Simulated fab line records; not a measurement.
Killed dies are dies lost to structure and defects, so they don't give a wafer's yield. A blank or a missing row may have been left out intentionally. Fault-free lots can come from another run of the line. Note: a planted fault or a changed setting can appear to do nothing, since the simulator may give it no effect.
Chamber matching / flow n5Finfet / rieDiel-05 running N5_BEOL_M1_DESCUM_16: 4 sister chambers
The step chemistry O2, time 7 s. 16 wafers are shown with their chamber, then 8 later ones without.

WAFERS, EACH WITH ITS CHAMBER
wafer=L075.2; chamber=0; throttleValvePct (%)=20.23; showerheadPlenumPTorr (Torr)=2.17; drypumpMotorCurrentA (A)=6.1
wafer=L075.3; chamber=1; throttleValvePct (%)=20.21; showerheadPlenumPTorr (Torr)=2.12; drypumpMotorCurrentA (A)=5.7
wafer=L075.4; chamber=2; throttleValvePct (%)=20.76; showerheadPlenumPTorr (Torr)=2.19; drypumpMotorCurrentA (A)=6.3
wafer=L077.3; chamber=1; throttleValvePct (%)=20.22; showerheadPlenumPTorr (Torr)=2.12; drypumpMotorCurrentA (A)=5.8
wafer=L077.4; chamber=0; throttleValvePct (%)=20.25; showerheadPlenumPTorr (Torr)=2.17; drypumpMotorCurrentA (A)=6.1
wafer=L077.6; chamber=3; throttleValvePct (%)=20.45; showerheadPlenumPTorr (Torr)=2.22; drypumpMotorCurrentA (A)=6.1
wafer=L086.2; chamber=0; throttleValvePct (%)=20.28; showerheadPlenumPTorr (Torr)=2.17; drypumpMotorCurrentA (A)=6.1
wafer=L086.3; chamber=1; throttleValvePct (%)=20.25; showerheadPlenumPTorr (Torr)=2.12; drypumpMotorCurrentA (A)=5.7
wafer=L086.6; chamber=1; throttleValvePct (%)=20.25; showerheadPlenumPTorr (Torr)=2.11; drypumpMotorCurrentA (A)=5.8
wafer=L087.1; chamber=3; throttleValvePct (%)=20.46; showerheadPlenumPTorr (Torr)=2.21; drypumpMotorCurrentA (A)=6.1
wafer=L087.3; chamber=0; throttleValvePct (%)=20.25; showerheadPlenumPTorr (Torr)=2.17; drypumpMotorCurrentA (A)=6.1
wafer=L087.5; chamber=3; throttleValvePct (%)=20.47; showerheadPlenumPTorr (Torr)=2.21; drypumpMotorCurrentA (A)=6.1
wafer=L088.1; chamber=0; throttleValvePct (%)=20.27; showerheadPlenumPTorr (Torr)=2.17; drypumpMotorCurrentA (A)=6.1
wafer=L088.2; chamber=1; throttleValvePct (%)=20.23; showerheadPlenumPTorr (Torr)=2.11; drypumpMotorCurrentA (A)=5.8
wafer=L088.6; chamber=0; throttleValvePct (%)=20.29; showerheadPlenumPTorr (Torr)=2.17; drypumpMotorCurrentA (A)=6.0
wafer=L091.1; chamber=1; throttleValvePct (%)=20.27; showerheadPlenumPTorr (Torr)=2.11; drypumpMotorCurrentA (A)=5.7

SIGNATURES (means of the wafers above)
reading=throttleValvePct; chamber 0=20.2617; chamber 1=20.2383; chamber 2=20.7600; chamber 3=20.4600; scatter within a chamber=0.0207
reading=showerheadPlenumPTorr; chamber 0=2.1700; chamber 1=2.1150; chamber 2=2.1900; chamber 3=2.2133; scatter within a chamber=0.00425
reading=drypumpMotorCurrentA; chamber 0=6.083; chamber 1=5.750; chamber 2=6.300; chamber 3=6.100; scatter within a chamber=0.0441
Rule: a wafer's distance from a chamber is the root of the sum, over the readings, of the square of ((its reading less the chamber's mean) divided by the reading's scatter). If the next closest chamber is less than 2 further off than the closest, the wafer can't be placed; otherwise it belongs to the closest. The scatter: the root of (the sum of the squares of (reading less its chamber's mean) over the shown wafers, divided by (wafers less chambers)).

WAFERS MISSING THEIR CHAMBER
wafer=L091.3; throttleValvePct (%)=20.29; showerheadPlenumPTorr (Torr)=2.16; drypumpMotorCurrentA (A)=6.1
wafer=L091.5; throttleValvePct (%)=20.25; showerheadPlenumPTorr (Torr)=2.11; drypumpMotorCurrentA (A)=5.7
wafer=L092.1; throttleValvePct (%)=20.28; showerheadPlenumPTorr (Torr)=2.16; drypumpMotorCurrentA (A)=6.1
wafer=L092.2; throttleValvePct (%)=20.83; showerheadPlenumPTorr (Torr)=2.18; drypumpMotorCurrentA (A)=6.3
wafer=L092.3; throttleValvePct (%)=20.50; showerheadPlenumPTorr (Torr)=2.21; drypumpMotorCurrentA (A)=6.1
wafer=L093.2; throttleValvePct (%)=20.25; showerheadPlenumPTorr (Torr)=2.11; drypumpMotorCurrentA (A)=5.8
wafer=L093.4; throttleValvePct (%)=20.29; showerheadPlenumPTorr (Torr)=2.16; drypumpMotorCurrentA (A)=6.1
wafer=L093.6; throttleValvePct (%)=20.26; showerheadPlenumPTorr (Torr)=2.11; drypumpMotorCurrentA (A)=5.7

EACH ONE'S CHAMBER
wafer=L091.3; from the rows above=0; in truth=0
wafer=L091.5; from the rows above=1; in truth=1
wafer=L092.1; from the rows above=0; in truth=0
wafer=L092.2; from the rows above=2; in truth=2
wafer=L092.3; from the rows above=3; in truth=3
wafer=L093.2; from the rows above=1; in truth=1
wafer=L093.4; from the rows above=0; in truth=0
wafer=L093.6; from the rows above=1; in truth=1
Correctly placed: 8 of 8. From these rows, 0 cannot be placed. 0 placed wrongly.
